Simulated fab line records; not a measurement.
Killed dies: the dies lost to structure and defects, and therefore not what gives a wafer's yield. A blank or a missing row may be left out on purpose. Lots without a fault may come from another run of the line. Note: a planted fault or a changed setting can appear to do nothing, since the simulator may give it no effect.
Matching of chambers + flow n5Finfet + 4 sister chambers for N5_BEOL_M0_SAQP_ETCH_49 on rieDiel-04
The step etches SiO2 in CF4/O2, target depth 37 nm. 33 wafers are shown with their chamber, then 12 later ones without.

## WAFERS, EACH WITH ITS CHAMBER
| wafer  | chamber | drypumpMotorCurrentA (A) | showerheadPlenumPTorr (Torr) | throttleValvePct (%) |
|--------|---------|--------------------------|------------------------------|----------------------|
| L076.2 | 1       | 6.1                      | 2.21                         | 16.00                |
| L076.4 | 0       | 5.4                      | 2.33                         | 15.59                |
| L076.5 | 3       | 6.5                      | 2.20                         | 15.79                |
| L077.2 | 1       | 6.2                      | 2.21                         | 16.01                |
| L077.4 | 2       | 6.5                      | 2.19                         | 15.80                |
| L077.5 | 3       | 6.5                      | 2.20                         | 15.76                |
| L078.1 | 2       | 6.5                      | 2.19                         | 15.80                |
| L078.3 | 3       | 6.5                      | 2.20                         | 15.79                |
| L078.5 | 3       | 6.4                      | 2.20                         | 15.80                |
| L081.1 | 1       | 6.2                      | 2.21                         | 16.01                |
| L081.2 | 2       | 6.5                      | 2.19                         | 15.81                |
| L081.5 | 1       | 6.2                      | 2.21                         | 16.02                |
| L086.1 | 0       | 5.4                      | 2.32                         | 15.64                |
| L086.2 | 3       | 6.4                      | 2.20                         | 15.83                |
| L086.6 | 2       | 6.5                      | 2.19                         | 15.83                |
| L087.1 | 3       | 6.4                      | 2.19                         | 15.83                |
| L087.2 | 2       | 6.5                      | 2.19                         | 15.83                |
| L087.3 | 0       | 5.5                      | 2.32                         | 15.62                |
| L087.4 | 1       | 6.2                      | 2.20                         | 16.03                |
| L087.5 | 1       | 6.2                      | 2.20                         | 16.03                |
| L087.6 | 0       | 5.4                      | 2.32                         | 15.63                |
| L088.1 | 0       | 5.4                      | 2.32                         | 15.63                |
| L088.3 | 3       | 6.4                      | 2.19                         | 15.82                |
| L088.5 | 0       | 5.4                      | 2.32                         | 15.63                |
| L090.1 | 2       | 6.5                      | 2.19                         | 15.84                |
| L090.2 | 0       | 5.5                      | 2.32                         | 15.64                |
| L090.4 | 1       | 6.2                      | 2.20                         | 16.05                |
| L093.1 | 2       | 6.5                      | 2.18                         | 15.84                |
| L093.3 | 1       | 6.2                      | 2.20                         | 16.05                |
| L093.6 | 0       | 5.4                      | 2.32                         | 15.65                |
| L095.1 | 3       | 6.5                      | 2.19                         | 15.86                |
| L095.2 | 1       | 6.2                      | 2.20                         | 16.04                |
| L095.3 | 0       | 5.4                      | 2.32                         | 15.66                |

SIGNATURES, as means of the wafers listed above
| reading               | chamber 0 | chamber 1 | chamber 2 | chamber 3 | scatter within a chamber |
|-----------------------|-----------|-----------|-----------|-----------|--------------------------|
| drypumpMotorCurrentA  | 5.422     | 6.189     | 6.500     | 6.450     | 0.0391                   |
| showerheadPlenumPTorr | 2.3211    | 2.2044    | 2.1886    | 2.1963    | 0.00449                  |
| throttleValvePct      | 15.6322   | 16.0267   | 15.8214   | 15.8100   | 0.0223                   |
Rule: for each reading, subtract the chamber's mean from the wafer's reading, divide by that reading's scatter and square the result; add these up over the readings and take the root, which gives the wafer's distance from the chamber. If the next closest chamber is less than 2 further off than the closest, the wafer can't be placed; otherwise it belongs to the closest. The scatter is the square root of a quotient: the sum, over the shown wafers, of each reading's squared deviation from its chamber's mean, divided by wafers minus chambers.

## WAFERS WHOSE CHAMBER IS MISSING
| wafer  | drypumpMotorCurrentA (A) | showerheadPlenumPTorr (Torr) | throttleValvePct (%) |
|--------|--------------------------|------------------------------|----------------------|
| L095.4 | 6.5                      | 2.18                         | 15.85                |
| L095.5 | 5.4                      | 2.32                         | 15.67                |
| L095.6 | 6.5                      | 2.19                         | 15.85                |
| L097.2 | 6.5                      | 2.18                         | 15.86                |
| L097.5 | 6.5                      | 2.18                         | 15.85                |
| L097.6 | 6.2                      | 2.20                         | 16.07                |
| L096.1 | 6.5                      | 2.18                         | 15.85                |
| L096.2 | 5.5                      | 2.31                         | 15.66                |
| L096.3 | 6.2                      | 2.20                         | 16.07                |
| L096.4 | 6.4                      | 2.19                         | 15.87                |
| L096.5 | 6.6                      | 2.18                         | 15.85                |
| L096.6 | 6.2                      | 2.20                         | 16.08                |

## EACH ONE'S CHAMBER
| wafer  | from the rows above     | in truth |
|--------|-------------------------|----------|
| L095.4 | can't be placed: 2 or 3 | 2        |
| L095.5 | 0                       | 0        |
| L095.6 | can't be placed: 2 or 3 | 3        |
| L097.2 | can't be placed: 2 or 3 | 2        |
| L097.5 | can't be placed: 2 or 3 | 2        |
| L097.6 | 1                       | 1        |
| L096.1 | can't be placed: 2 or 3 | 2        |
| L096.2 | 0                       | 0        |
| L096.3 | 1                       | 1        |
| L096.4 | can't be placed: 3 or 2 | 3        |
| L096.5 | 2                       | 2        |
| L096.6 | 1                       | 1        |
Placed correctly: 6 of 12. Cannot be placed on the basis of these rows: 6; the candidates contain the true chamber in 6. Wrongly placed: 0.
